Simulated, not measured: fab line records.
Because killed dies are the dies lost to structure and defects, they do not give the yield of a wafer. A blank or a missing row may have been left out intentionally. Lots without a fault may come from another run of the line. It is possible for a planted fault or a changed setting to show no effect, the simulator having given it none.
Chamber matching    flow n5 finfet    N5_BEOL_M9_CURE_72 on uv cure-02 has 3 sister chambers
The step cures SiCOH lowk, time 120 s. 6 wafers are shown with their chamber, then 7 later ones without.

WAFERS, EACH WITH ITS CHAMBER
wafer   chamber  wafer_temp_C_max  lamp power pct (%)
L078.4  0        371.4             52.32
L078.5  0        371.8             52.32
L084.3  1        371.3             52.26
L084.6  1        371.9             52.31
L095.1  2        371.4             52.29
L095.2  2        371.3             52.33

WAFERS WHOSE CHAMBER IS MISSING
wafer   wafer_temp_C_max  lamp power pct (%)
L095.3  371.7             52.44
L096.1  371.6             52.31
L096.3  371.8             52.34
L096.4  371.5             52.33
L097.1  371.9             52.31
L097.3  371.7             52.28
L097.6  371.5             52.29

THE CHAMBER EACH PASSED THROUGH
wafer   from the rows above           in truth
L095.3  can't be placed: 0 or 2 or 1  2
L096.1  can't be placed: 0 or 2 or 1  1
L096.3  can't be placed: 0 or 2 or 1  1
L096.4  can't be placed: 0 or 2 or 1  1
L097.1  can't be placed: 0 or 1 or 2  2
L097.3  can't be placed: 1 or 0 or 2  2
L097.6  can't be placed: 1 or 2 or 0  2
Correctly placed: 0 of 7. Can't be placed from these rows: 7 (the true chamber is among the candidates in 7). Wrongly placed: 0.
How it was worked out, from the rows above alone: a wafer's distance from a chamber is the root of the sum, over the readings, of the square of ((its reading less the chamber's mean) divided by the reading's scatter). The wafer belongs to the nearest chamber; if the next one is less than 2 further off, it can't be placed. The mean given for a chamber averages the wafers shown for that chamber. The scatter is the square root of a quotient: the sum, over the shown wafers, of each reading's squared deviation from its chamber's mean, divided by wafers minus chambers.
